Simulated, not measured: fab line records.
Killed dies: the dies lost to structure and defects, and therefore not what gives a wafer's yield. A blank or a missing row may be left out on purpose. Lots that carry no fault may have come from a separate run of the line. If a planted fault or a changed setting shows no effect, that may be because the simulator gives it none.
fab line records ; flow n5Finfet
[record] lots = 9; wafers = 27; lastDay = 19
route steps=1938 shown SD_EPI_N@279 SD_EPI_P@310 BEOL_M4@1111 PASSIVATION@1936
lots with no fault: from the same line, run without faults
startH: the number of hours between the record's first day and the start of the first shown wafer of the lot ; waitH: how many hours have passed since the lot's step before this one ; " identical to the entry in the row above ; L1.1+2: one row covering several wafers at once ; - no value present, or no start provided ; * or withheld: withheld ; < > ~ a bound
route shown NAME@n: names a module that has steps shown in the file, with the first one's number in the route ; usual: mean and standard deviation over wafers with no fault ; same: alike in all rows ; chamber/n: place in a boat ; sites: each site's reading ; _std_site: their standard deviation ; _edge_site: inner sites' mean taken away from outer sites' mean ; radiusMm: how far each site lies from the wafer's centre ; mask NAME#n: copy n ; behind: the last tool/chamber to shape the wafer ; hold: the reason the lot was held/the length of the hold in hours/how it ended ; device: transistor that didn't switch, given as n, p or np ; end of line: the same wafers' tests at the end of the route ; a step with no rows: only its recipe ; killed: at the first sort, the dies lost to defects and structure; wafer yield is something else ; map: per-die view of a wafer (x killed, . not killed, _ where there is no die)
set.NAME: the run value of the setting; set.NAME@STEP: its run value at that earlier step ; model.NAME: the simulator's own value behind a step, which no gauge read
one table for each step of the route and one row for each wafer, over a sample of lots
services: the hour from which a tool's chamber was out of use, counted from the record's first day as startH (under 0 if before that day), plus the number of hours and why
[[steps]]
[step N5_SD_EPI_N_ETCH_16]
[recipe] chemistry = CHF3/O2; target = SiO2; targetDepthA = 50; maskMaterial = SOC; pressureMtorr = 30; sourceW = 650; biasW = 170; Ar_flow_sccm = 200; CHF3_flow_sccm = 50; O2_flow_sccm = 5; ionEnergyEv = 200
[usual] drypumpMotorCurrentA = 5.8/0.47; oesProductAu = 0.75/0.093; rfVppV = 523/7; showerheadPlenumPTorr = 2.44/0.085; throttleValvePct = 18.91/0.16
lot.wafer;tool;chamber;startH;waitH;drypumpMotorCurrentA;oesProductAu;rfHoursCounterH;rfVppV;showerheadPlenumPTorr;throttleValvePct
L965.4;rieDiel-01;2;52.92;0.1;5.1;0.72;189;528;2.49;19.04
L965.5;rieDiel-01;2;52.92;0.1;5.1;0.72;-;528;2.49;19.04
L965.6;rieDiel-01;3;52.92;0.1;6.0;0.81;-;536;2.44;18.79
L966.1;rieDiel-01;1;61.57;0.1;5.9;0.67;229;517;2.29;18.79
L966.2;rieDiel-01;0;61.57;0.1;5.5;0.72;205;522;2.47;18.87
L966.4;rieDiel-01;3;61.57;0.1;6.0;0.81;-;537;2.44;18.81
L970.2;rieDiel-01;2;81.80;0.1;5.2;0.72;195;528;2.49;19.03
L970.3;rieDiel-01;3;81.80;0.1;6.0;0.80;97;535;2.44;18.81
L970.6;rieDiel-01;3;81.80;0.1;6.0;0.81;-;535;2.44;18.81
L975.3;rieDiel-03;0;117.55;0.1;5.6;0.68;249;521;2.47;19.05
L975.5;rieDiel-03;3;117.55;0.1;5.5;0.70;-;527;2.48;18.98
L975.6;rieDiel-03;2;117.55;0.1;6.6;0.90;-;515;2.57;18.82
L982.4;rieDiel-02;3;152.40;0.0;6.7;0.72;-;523;2.39;19.19
L982.5;rieDiel-02;1;152.40;0.0;6.3;0.68;-;534;2.38;19.09
L982.6;rieDiel-02;2;152.40;0.0;6.3;0.89;-;521;2.54;18.66
L983.1;rieDiel-01;2;159.78;0.1;5.2;0.69;229;527;2.47;19.10
L983.2;rieDiel-01;3;159.78;0.1;6.0;0.77;128;535;2.43;18.87
L983.5;rieDiel-01;2;159.78;0.1;5.1;0.69;-;527;2.47;19.11
L985.2;rieDiel-03;0;171.14;0.1;5.6;0.97;7;520;2.46;18.68
L985.4;rieDiel-03;3;171.14;0.1;5.5;0.68;232;526;2.47;19.03
L985.5;rieDiel-03;2;171.14;0.1;6.6;0.87;-;515;2.56;18.86
L986.2;rieDiel-03;1;176.74;0.1;5.8;0.68;249;511;2.27;19.04
L986.3;rieDiel-03;2;176.74;0.1;6.6;0.86;54;515;2.56;18.84
L986.6;rieDiel-03;0;176.74;0.1;5.7;0.94;-;520;2.46;18.68
L987.3;rieDiel-02;3;185.66;0.1;6.7;0.72;220;522;2.39;19.20
L987.4;rieDiel-02;2;185.66;0.1;6.2;0.86;-;521;2.53;18.68
L987.6;rieDiel-02;0;185.66;0.1;5.3;0.94;-;529;2.47;19.01
[step N5_SD_EPI_N_SD_RECESS_17]
[recipe] chemistry = HBr/Cl2/O2; targetDepthA = 410; maskMaterial = SOC; timeS = 23.7; btTimeS = 3; pressureMtorr = 10; icpW = 800; biasW = 112; HBr_flow_sccm = 150; Cl2_flow_sccm = 80; O2_flow_sccm = 12
[usual] drypumpMotorCurrentA = 5.6/0.31; oesProductAu = 1.003/0.022; throttleValvePct = 37.09/0.26
lot.wafer;tool;chamber;startH;waitH;drypumpMotorCurrentA;oesProductAu;rfHoursCounterH;throttleValvePct
L965.4;rieSi-03;2;53.03;0.1;5.4;1.001;-;36.85
L965.5;rieSi-03;1;53.03;0.1;5.9;0.989;-;37.05
L965.6;rieSi-03;3;53.03;0.1;5.7;0.957;-;37.47
L966.1;rieSi-05;1;61.65;0.0;5.7;1.033;8;37.17
L966.2;rieSi-05;0;61.65;0.0;4.9;0.968;186;37.62
L966.4;rieSi-05;3;61.65;0.0;5.5;1.027;27;36.64
L970.2;rieSi-06;3;81.87;0.0;5.9;1.016;24;37.12
L970.3;rieSi-06;1;81.87;0.0;5.6;0.987;86;36.99
L970.6;rieSi-06;2;81.87;0.0;5.5;1.007;-;37.18
L975.3;rieSi-06;1;117.62;0.0;5.6;0.995;86;37.01
L975.5;rieSi-06;0;117.62;0.0;6.2;1.003;-;37.00
L975.6;rieSi-06;1;117.62;0.0;5.6;0.991;-;37.01
L982.4;rieSi-03;3;152.46;0.0;5.7;0.970;14;37.44
L982.5;rieSi-03;3;152.46;0.0;5.7;0.959;-;37.45
L982.6;rieSi-03;2;152.46;0.0;5.4;0.990;-;36.86
L983.1;rieSi-03;2;159.86;0.0;5.4;0.998;76;36.87
L983.2;rieSi-03;3;159.86;0.0;5.7;0.956;14;37.47
L983.5;rieSi-03;3;159.86;0.0;5.7;0.970;-;37.46
L985.2;rieSi-03;2;171.22;0.0;5.4;0.996;76;36.89
L985.4;rieSi-03;0;171.22;0.0;5.2;1.007;2;37.16
L985.5;rieSi-03;2;171.22;0.0;5.4;0.998;-;36.85
L986.2;rieSi-05;0;176.81;0.0;4.9;0.970;189;37.63
L986.3;rieSi-05;1;176.81;0.0;5.7;1.038;10;37.16
L986.6;rieSi-05;2;176.81;0.0;5.5;1.028;-;36.98
L987.3;rieSi-05;0;185.73;0.0;4.9;0.970;189;37.62
L987.4;rieSi-05;2;185.73;0.0;5.4;1.023;190;36.96
L987.6;rieSi-05;2;185.73;0.0;5.4;1.024;-;36.95
[step N5_SD_EPI_P_ETCHBACK_46]
[recipe] chemistry = CH3F/O2; mode = anisotropicEtchback; target = SiNx; targetDepthA = 175; stopOn = SiO2; overEtchFrac = 0.3; ionEnergyEv = 120; pressureMtorr = 30; sourceW = 395; biasW = 73; Ar_flow_sccm = 150; CH3F_flow_sccm = 30; O2_flow_sccm = 20
[usual] drypumpMotorCurrentA = 6.0/0.38; oesProductAu = 0.66/0.051; overEtchFrac = 0.3/0; rfVppV = 298/3.5; showerheadPlenumPTorr = 1.98/0.07; throttleValvePct = 16.40/0.19
lot.wafer;tool;chamber;startH;waitH;drypumpMotorCurrentA;oesProductAu;overEtchFrac;rfHoursCounterH;rfVppV;showerheadPlenumPTorr;throttleValvePct
L965.4;rieDiel-04;1;58.34;0.0;5.3;0.70;0.3;86;292;1.95;16.16
L965.5;rieDiel-04;2;58.34;0.0;6.2;0.61;0.3;-;298;1.98;16.30
L965.6;rieDiel-04;1;58.34;0.0;5.2;0.71;0.3;-;293;1.95;16.17
L966.1;rieDiel-04;1;68.65;0.0;5.3;0.69;0.3;90;294;1.95;16.19
L966.2;rieDiel-04;3;68.65;0.0;6.4;0.68;0.3;107;294;1.85;16.45
L966.4;rieDiel-04;2;68.65;0.0;6.2;0.60;0.3;224;301;1.97;16.33
L970.2;rieDiel-06;3;86.13;0.0;6.2;0.70;0.3;104;300;2.02;16.53
L970.3;rieDiel-06;2;86.13;0.0;6.2;0.61;0.3;186;301;2.07;16.61
L970.6;rieDiel-06;1;86.13;0.0;6.2;0.60;0.3;-;296;2.04;16.87
L975.3;rieDiel-06;2;121.65;0.0;6.2;0.61;0.3;198;302;2.07;16.62
L975.5;rieDiel-06;2;121.65;0.0;6.2;0.61;0.3;-;302;2.07;16.62
L975.6;rieDiel-06;1;121.65;0.0;6.2;0.81;0.3;-;298;2.04;16.41
L982.4;rieDiel-04;2;156.62;0.0;6.2;0.52;0.62886;249;301;1.97;16.35
L982.5;rieDiel-04;0;156.62;0.0;5.9;0.65;0.3;-;297;1.92;16.11
L982.6;rieDiel-04;1;156.62;0.0;5.3;0.67;0.3;-;292;1.94;16.24
L983.1;rieDiel-05;0;163.95;0.0;5.9;0.62;0.3;183;299;2.07;16.69
L983.2;rieDiel-05;2;163.95;0.0;5.1;0.70;0.3;91;298;2.01;16.43
L983.5;rieDiel-05;1;163.95;0.0;5.6;0.63;0.3;-;300;2.06;16.15
L985.2;rieDiel-04;0;176.12;0.0;5.9;0.64;0.3;149;297;1.91;16.12
L985.4;rieDiel-04;1;176.12;0.0;5.2;0.67;0.3;-;293;1.94;16.24
L985.5;rieDiel-04;0;176.12;0.0;5.9;0.64;0.3;-;299;1.91;16.13
L986.2;rieDiel-06;0;181.89;0.0;6.2;0.66;0.3;146;304;2.00;16.52
L986.3;rieDiel-06;3;181.89;0.0;6.2;0.67;0.3;136;300;2.01;16.58
L986.6;rieDiel-06;0;181.89;0.0;6.2;0.66;0.3;-;303;2.00;16.52
L987.3;rieDiel-06;3;190.63;0.0;6.2;0.67;0.3;139;298;2.01;16.60
L987.4;rieDiel-06;0;190.63;0.0;6.1;0.65;0.3;149;303;2.00;16.52
L987.6;rieDiel-06;1;190.63;0.0;6.2;0.75;0.3;-;299;2.04;16.45
[step N5_SD_EPI_P_ETCH_16]
[recipe] chemistry = CHF3/O2; target = SiO2; targetDepthA = 50; maskMaterial = SOC; pressureMtorr = 30; sourceW = 650; biasW = 170; Ar_flow_sccm = 200; CHF3_flow_sccm = 50; O2_flow_sccm = 5; ionEnergyEv = 200
[usual] drypumpMotorCurrentA = 6.0/0.38; oesProductAu = 0.77/0.066; rfVppV = 525/6.7; showerheadPlenumPTorr = 2.39/0.082; throttleValvePct = 18.95/0.2
lot.wafer;tool;chamber;startH;waitH;drypumpMotorCurrentA;oesProductAu;rfHoursCounterH;rfVppV;showerheadPlenumPTorr;throttleValvePct
L965.4;rieDiel-04;1;58.54;0.1;5.2;0.83;86;515;2.35;18.70
L965.5;rieDiel-04;2;58.54;0.1;6.3;0.71;-;528;2.38;18.85
L965.6;rieDiel-04;1;58.54;0.1;5.3;0.83;-;513;2.35;18.71
L966.1;rieDiel-04;1;68.85;0.1;5.3;0.83;90;515;2.35;18.72
L966.2;rieDiel-04;3;68.85;0.1;6.4;0.80;107;518;2.24;19.00
L966.4;rieDiel-04;2;68.85;0.1;6.2;0.71;224;529;2.38;18.84
L970.2;rieDiel-06;3;86.33;0.1;6.2;0.81;104;526;2.44;19.09
L970.3;rieDiel-06;2;86.33;0.1;6.2;0.71;186;534;2.49;19.15
L970.6;rieDiel-06;1;86.33;0.1;6.2;0.69;-;526;2.46;19.40
L975.3;rieDiel-06;2;121.85;0.1;6.2;0.70;198;533;2.49;19.16
L975.5;rieDiel-06;2;121.85;0.1;6.2;0.69;-;531;2.49;19.17
L975.6;rieDiel-06;1;121.85;0.1;6.2;0.95;-;525;2.46;19.03
L982.4;rieDiel-04;2;156.82;0.1;6.2;0.69;249;528;2.37;18.91
L982.5;rieDiel-04;0;156.82;0.1;5.9;0.77;-;526;2.31;18.65
L982.6;rieDiel-04;1;156.82;0.1;5.3;0.80;-;515;2.33;18.76
L983.1;rieDiel-05;0;164.15;0.1;5.9;0.72;183;528;2.49;19.24
L983.2;rieDiel-05;2;164.15;0.1;5.1;0.82;91;526;2.42;18.98
L983.5;rieDiel-05;1;164.15;0.1;5.6;0.73;-;530;2.48;18.66
L985.2;rieDiel-04;0;176.32;0.1;5.9;0.75;149;525;2.31;18.64
L985.4;rieDiel-04;1;176.32;0.1;5.2;0.79;-;514;2.33;18.76
L985.5;rieDiel-04;0;176.32;0.1;5.9;0.75;-;526;2.31;18.66
L986.2;rieDiel-06;0;182.09;0.1;6.2;0.77;146;536;2.41;19.09
L986.3;rieDiel-06;3;182.09;0.1;6.2;0.78;136;528;2.43;19.14
L986.6;rieDiel-06;0;182.09;0.1;6.1;0.77;-;537;2.41;19.08
L987.3;rieDiel-06;3;190.83;0.1;6.2;0.78;139;527;2.42;19.13
L987.4;rieDiel-06;0;190.83;0.1;6.1;0.76;149;537;2.41;19.09
L987.6;rieDiel-06;1;190.83;0.1;6.2;0.91;-;522;2.45;19.04
[step N5_BEOL_M4_RC_MEAS_101]
[usual] DIBL_N = 36.1/1.4; DIBL_P = 36.3/1.4; IOFF_N = 0.154/0.021; IOFF_P = 0.21/0.032; ION_N = 670/8.1; ION_P = 461/7; SS_N = 71.4/0.49; SS_P = 73.3/0.5; VT_N = 250.4/2.6; VT_P = -250/3.7
lot.wafer;tool;chamber;startH;waitH;DIBL_N[mV/V];DIBL_P[mV/V];IOFF_N[nA/um];IOFF_P[nA/um];ION_N[uA/um];ION_P[uA/um];SS_N[mV/dec];SS_P[mV/dec];VT_N[mV];VT_P[mV]
L965.4;prober-02;0;184.87;0.5;35.2;35.6;0.146;0.18;664;451;72.2;73.3;253.0;-256
L965.5;prober-02;0;184.87;0.5;36.5;37.4;0.168;0.20;671;454;72.1;74.0;251.3;-255
L965.6;prober-02;0;184.87;0.5;34.0;34.8;0.126;0.17;669;453;71.1;73.0;252.2;-253
L966.1;prober-02;0;201.28;0.0;38.2;36.8;0.170;0.20;676;451;71.7;73.0;246.3;-252
L966.2;prober-02;0;201.28;0.0;37.8;37.5;0.172;0.20;682;458;71.7;73.5;248.8;-254
L966.4;prober-02;0;201.28;0.0;36.8;36.2;0.154;0.18;681;465;70.8;73.3;248.1;-254
L970.2;prober-02;0;239.01;0.2;35.3;36.6;0.152;0.21;668;458;71.9;73.1;249.3;-251
L970.3;prober-02;0;239.01;0.2;34.5;35.5;0.133;0.19;664;456;71.6;72.4;250.4;-252
L970.6;prober-02;0;239.01;0.2;35.5;35.6;0.142;0.20;662;455;71.7;72.9;252.5;-251
L975.3;prober-01;0;255.33;0.3;37.1;35.0;0.145;0.19;661;449;70.9;72.9;252.3;-252
L975.5;prober-01;0;255.33;0.3;38.1;36.5;0.171;0.22;664;459;71.4;73.3;250.1;-250
L975.6;prober-01;0;255.33;0.3;36.8;35.5;0.142;0.19;663;458;71.2;72.8;250.8;-254
L982.4;prober-01;0;281.82;0.5;34.4;35.4;0.139;0.20;681;471;71.0;73.0;249.3;-250
L982.5;prober-01;0;281.82;0.5;34.2;34.4;0.137;0.19;682;461;70.4;73.2;250.0;-250
L982.6;prober-01;0;281.82;0.5;36.5;35.7;0.171;0.20;669;459;70.6;73.6;246.5;-249
L983.1;prober-01;0;305.70;0.0;34.7;34.4;0.133;0.17;656;453;71.4;72.7;252.5;-254
L983.2;prober-01;0;305.70;0.0;34.2;34.5;0.122;0.17;664;452;71.5;72.2;252.3;-253
L983.5;prober-01;0;305.70;0.0;35.3;34.9;0.134;0.18;669;459;71.7;73.5;253.1;-252
L986.2;prober-02;0;312.62;0.2;35.7;36.6;0.149;0.21;667;460;71.2;72.6;250.2;-249
L986.3;prober-02;0;312.62;0.2;35.4;36.2;0.144;0.20;667;463;71.3;72.9;253.2;-251
L986.6;prober-02;0;312.62;0.2;35.3;36.6;0.150;0.21;671;465;71.4;73.3;250.8;-248
L985.2;prober-02;0;328.64;0.2;37.8;38.2;0.167;0.22;665;453;71.4;73.6;249.4;-250
L985.4;prober-02;0;328.64;0.2;37.4;37.7;0.154;0.21;661;459;71.3;73.1;250.7;-251
L985.5;prober-02;0;328.64;0.2;38.6;39.7;0.186;0.24;679;463;71.7;73.4;250.4;-251
L987.3;prober-01;0;339.87;0.3;38.4;39.0;0.203;0.27;669;463;72.2;74.1;247.8;-246
L987.4;prober-01;0;339.87;0.3;36.3;36.1;0.148;0.21;668;465;71.8;73.2;252.4;-250
L987.6;prober-01;0;339.87;0.3;37.2;37.6;0.176;0.25;677;469;71.7;73.3;249.6;-245
[step N5_PASSIVATION_PROBE_49]
[usual] defectLimitedYield = 91.0/1.6; killed_at_M0_to_M3 = 35/11; killed_at_M4_up = 14/5.1; killedAtContacts = 12/6.6; killedAtFrontEnd = 41/12; killedAtOther = 4/3; killedDies = 107/19; killedOpen = 70/15; killedShort = 35/8.5; sort_bin_5_function = 5.3/1; sort_bin_6_memory = 3.4/0.73; sortNPass = 1073/19; sortYieldPct = 91.0/1.6
[same] grossDies = 1180; killedAtBackSide = 0; sort_bin_4_leakage[%] = 0; sort_bin_8_speed[%] = 0
lot.wafer;tool;chamber;startH;waitH;defectLimitedYield[%];killed_at_M0_to_M3;killed_at_M4_up;killedAtContacts;killedAtFrontEnd;killedAtOther;killedDies;killedOpen;killedShort;sort_bin_5_function[%];sort_bin_6_memory[%];sortNPass;sortYieldPct[%]
L966.1;prober-01;-;317.68;0.0;87.1;42;17;6;81;6;152;82;66;8.1;4.2;1028;87.1
L966.2;prober-01;-;317.73;0.1;90.1;24;20;17;52;4;117;77;38;5.4;4.0;1063;90.1
L966.4;prober-01;-;317.83;0.2;88.9;45;22;12;46;6;131;86;41;5.8;4.8;1049;88.9
L982.4;prober-02;-;389.06;0.2;90.3;38;8;6;50;13;115;60;54;6.4;2.9;1065;90.3
L982.5;prober-02;-;389.11;0.2;91.5;38;6;8;42;6;100;60;40;4.3;3.7;1080;91.5
L982.6;prober-02;-;389.16;0.3;91.7;43;8;12;33;2;98;65;32;4.7;3.1;1082;91.7
// killed by level:class
L966.1 STI_FIN_REVEAL:geometricParticle:open=21 BEOL_M0_SAQP:geometricParticle:short=20 FIN_SAQP:geometricParticle:open=12 GATE_CUT:geometricParticle:short=12 FIN_SAQP:geometricParticle:short=11 BEOL_M0_SAQP:geometricParticle:open=11 STI_FIN_REVEAL:geometricParticle:short=6 BEOL_M1:geometricParticle:open=5
L966.2 MOL_CONTACT_COAG:geometricParticle:open=16 FIN_SAQP:geometricParticle:short=12 FIN_SAQP:geometricParticle:open=10 GATE_CUT:geometricParticle:short=7 BEOL_M7:geometricParticle:open=6 DUMMY_GATE:geometricParticle:open=5 BEOL_M4:geometricParticle:open=5 BEOL_M2:geometricParticle:open=5
L966.4 BEOL_M0_SAQP:geometricParticle:short=17 FIN_SAQP:geometricParticle:open=16 BEOL_M0_SAQP:geometricParticle:open=11 MOL_CONTACT_COAG:geometricParticle:open=9 FIN_SAQP:geometricParticle:short=7 BEOL_M4:geometricParticle:open=7 STARTING-WAFER:geometricParticle:open=6 BEOL_M1:geometricParticle:open=5
L982.4 BEOL_M0_SAQP:geometricParticle:short=17 FIN_SAQP:geometricParticle:short=16 STI_FIN_REVEAL:geometricParticle:open=8 BEOL_M0_SAQP:geometricParticle:open=8 FIN_SAQP:geometricParticle:open=6 MOL_CONTACT_COAG:geometricParticle:open=5 BEOL_M1:geometricParticle:open=5 MIM_TOP:geometricParticle:open=5
L982.5 BEOL_M0_SAQP:geometricParticle:short=13 FIN_SAQP:geometricParticle:short=11 BEOL_M0_SAQP:geometricParticle:open=11 FIN_SAQP:geometricParticle:open=8 MOL_CONTACT_COAG:geometricParticle:open=7 ILD0:geometricParticle:open=6 BEOL_M1:geometricParticle:open=6 BEOL_M3:geometricParticle:open=6
L982.6 BEOL_M0_SAQP:geometricParticle:short=13 MOL_CONTACT_COAG:geometricParticle:open=11 BEOL_M0_SAQP:geometricParticle:open=9 BEOL_M2:geometricParticle:open=8 BEOL_M3:geometricParticle:open=7 FIN_SAQP:geometricParticle:short=5 STI_FIN_REVEAL:geometricParticle:open=5 BEOL_M1:geometricParticle:open=4
[[services]]
tool;chamber;startH;hours;kind
rieSi-06;2;42.87;6.7;repair
rieDiel-06;-;51.36;14.6;pm
rieDiel-01;2;54.40;8.8;repair
rieDiel-02;1;54.67;4.9;repair
rieDiel-03;0;57.67;8.5;repair
rieDiel-02;2;61.56;5.3;repair
rieDiel-01;-;74.15;2.8;pm
rieDiel-02;0;78.19;4.7;repair
rieDiel-02;1;80.59;1.8;repair
rieDiel-06;1;87.82;-;clean
rieDiel-06;1;87.82;-;consumableReplace:focusRing
rieDiel-01;3;96.04;6.8;repair
rieSi-03;2;99.51;9.0;repair
rieDiel-02;-;117.35;0.2;repair
rieDiel-04;-;124.52;2.8;pm
rieDiel-06;-;124.66;0.2;repair
rieDiel-06;1;137.33;5.4;repair
rieDiel-05;2;138.48;4.3;repair
rieDiel-03;-;149.07;14.6;pm
rieDiel-06;0;155.89;3.1;repair
rieDiel-04;3;179.15;9.9;repair
rieSi-06;-;179.25;2.8;pm
rieDiel-01;-;179.51;2.4;repair
rieSi-05;-;186.85;2.8;pm
[[key]]
[firstSign] step = N5_SD_EPI_P_ETCHBACK_46; reading = overEtchFrac; direction = up; sigmas = 99+; usual = 0.3; struck = 0.62886
effect none on later readings
metAt N5_SD_EPI_P_ETCHBACK_46
struckLots L982
struckWafers L982.4
notActingAt N5_SD_EPI_N_ETCH_16,N5_SD_EPI_N_SD_RECESS_17,N5_SD_EPI_P_ETCH_16
onsetBetween 68.65 156.62
[fault] kind = processParameterDrift; tool = rieDiel-04; chamber = 2; onsetH = 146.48; steps = N5_SD_EPI_P_ETCHBACK_46; channel = overEtchFrac; offset = 0.32886; shape = step; endH = 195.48; actsIn = theseRecipesOnly; stated = 0.3
